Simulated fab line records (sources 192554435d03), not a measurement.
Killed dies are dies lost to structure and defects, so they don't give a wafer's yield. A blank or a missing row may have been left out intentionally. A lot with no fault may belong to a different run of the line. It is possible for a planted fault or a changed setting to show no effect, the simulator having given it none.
Split-lot study | flow n5_finfet | 7 lots, 21 wafers read, on a route of 1938 steps

== SPLIT DETAILS ==
At N5_BEOL_M7_TRENCH_ETCH_37 (etches SiCOH lowk in C4F6/O2, target depth 93.478 nm, time 31.2 s), the setting time_s was moved away from the recipe's 31.2 s on 7 of the 21 wafers read, by -9.7% to +12.0%. This setting was run at the recipe's value on the other wafers.

== FROM THE SPLIT TO THE READING: what the file shows between them, 12 steps ==
- N5_BEOL_M7_ETCH_41: etches SiCN in CH3F/O2, target depth 31.9 nm, time 57.8 s
- N5_BEOL_M7_STRIP_80: strips in N2/H2, time 10 s
- N5_BEOL_M7_OCD_MEAS_38
- N5_BEOL_M7_HM_STRIP_39: strips TiN in peroxide tin strip, target depth 25 nm, time 158 s
- N5_BEOL_M7_SRD_40: time 30 s
- N5_BEOL_M7_PRECLEAN_42: cleans in residue remover, time 60 s
- N5_BEOL_M7_ECD_50: material Cu, target thk 300 nm
- N5_BEOL_M7_ANNEAL_51: time 90 s
- N5_BEOL_M7_CMP_52: polishes, stops on SiCOH lowk, t overpolish 6.9 s, target thk 80 nm
- N5_BEOL_M7_THK_MEAS_53: measures by xrf
- N5_BEOL_M7_PRE_CLEAN_55: time 15 s
- N5_BEOL_M7_DEP_56: deposits SiCN from 3MS/NH3, target thk 10 nm, time 17.5 s

== THE READING ==
M7_RS, in ohm/sq, at N5_BEOL_M7_RS_MEAS_57 (measures by four-point-probe). Fault-free wafers of this fab line usually give 0.285 ohm/sq, standard deviation 0.0069 ohm/sq.

wafer  | tool, chamber at the split | time_s as run, s | against the recipe | M7_RS, ohm/sq | against lot-mates on the recipe
L075.1 | rie_diel-02, 1             | 28.18            | -9.7%              | 0.337         | no lot-mate on the recipe
L075.2 | rie_diel-02, 3             | 28.18            | -9.7%              | 0.334         | no lot-mate on the recipe
L075.3 | rie_diel-02, 2             | 28.18            | -9.7%              | 0.331         | no lot-mate on the recipe
L074.1 | rie_diel-02, 2             | 31.2             | recipe             | 0.288         | -
L074.2 | rie_diel-02, 0             | 31.2             | recipe             | 0.280         | -
L074.5 | rie_diel-02, 2             | 31.2             | recipe             | 0.283         | -
L078.1 | rie_diel-06, 0             | 31.2             | recipe             | 0.277         | -
L078.4 | rie_diel-06, 3             | 34.44            | +10.4%             | 0.243         | -0.034
L078.5 | rie_diel-06, 3             | 34.44            | +10.4%             | 0.242         | -0.035
L083.3 | rie_diel-03, 0             | 31.2             | recipe             | 0.289         | -
L083.5 | rie_diel-03, 0             | 31.2             | recipe             | 0.291         | -
L083.6 | rie_diel-03, 1             | 31.2             | recipe             | 0.276         | -
L094.1 | rie_diel-03, 1             | 31.2             | recipe             | 0.276         | -
L094.2 | rie_diel-03, 3             | 31.2             | recipe             | 0.285         | -
L094.3 | rie_diel-03, 0             | 31.2             | recipe             | 0.288         | -
L096.2 | rie_diel-02, 1             | 31.2             | recipe             | 0.287         | -
L096.3 | rie_diel-02, 2             | 31.2             | recipe             | 0.298         | -
L096.4 | rie_diel-02, 0             | 31.2             | recipe             | 0.283         | -
L097.3 | rie_diel-06, 1             | 34.95            | +12.0%             | 0.244         | -0.036
L097.4 | rie_diel-06, 3             | 34.95            | +12.0%             | 0.241         | -0.039
L097.5 | rie_diel-06, 0             | 31.2             | recipe             | 0.280         | -

THE FIT
A straight line over all 21 wafers: M7_RS changes by -0.00427 ohm/sq for each +1% of time_s; r = -0.97; the points scatter about the line by 0.0066 ohm/sq.
The same after taking each lot's own level away (the mean of its wafers on the recipe; 18 wafers): -0.0032 ohm/sq for each +1%; r = -0.96; scatter 0.0048 ohm/sq.
That fit puts the effect of the largest move of time_s on the reading at 0.039 ohm/sq.
From 0.2770 to 0.2893 ohm/sq: that is the span of the lots' own levels, equal to 1.8 times the standard deviation above.
Thus the slope moves with the lot-to-lot level: the two fits are different.
Check: for one of the wafers moved furthest among these (+12.0%), held out of the fit, the line's prediction against its lot-mates is -0.0396 ohm/sq. Against them it came out at -0.036 ohm/sq.

== THE WHOLE CHAIN: every reading that the file lists as answering this split, in the file's order ==
step                      | what it does                                                        | reading                                                                      | change (the file's fit)               | r (the file's)
N5_BEOL_M7_TRENCH_ETCH_37 | etches SiCOH lowk in C4F6/O2, target depth 93.478 nm, time 31.2 s   | BEOL_M7.feature_depth_nm (the simulator's own value, which no gauge read)    | +0.905 nm for each +1% of the setting | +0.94
N5_BEOL_M7_TRENCH_ETCH_37 | etches SiCOH lowk in C4F6/O2, target depth 93.478 nm, time 31.2 s   | etch.depth_nm (the simulator's own value, which no gauge read)               | +0.904 nm for each +1% of the setting | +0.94
N5_BEOL_M7_OCD_MEAS_38    |                                                                     | trench_depth_nm                                                              | +0.929 nm for each +1% of the setting | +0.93
N5_BEOL_M7_CMP_52         | polishes, stops on SiCOH lowk, t overpolish 6.9 s, target thk 80 nm | Cu_of_BEOL_M7_ECD_50.thk_nm (the simulator's own value, which no gauge read) | +0.921 nm for each +1% of the setting | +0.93
N5_BEOL_M7_THK_MEAS_53    | measures by xrf                                                     | M7_THK                                                                       | +0.913 for each +1% of the setting    | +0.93
N5_BEOL_M7_RS_MEAS_57     | measures by four-point-probe                                        | M7_RS                                                                        | -0.00321 for each +1% of the setting  | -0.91

== THE FILE'S OWN FIT ==
M7_RS changes by -0.00321 ohm/sq for each +1% of time_s, r = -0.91.
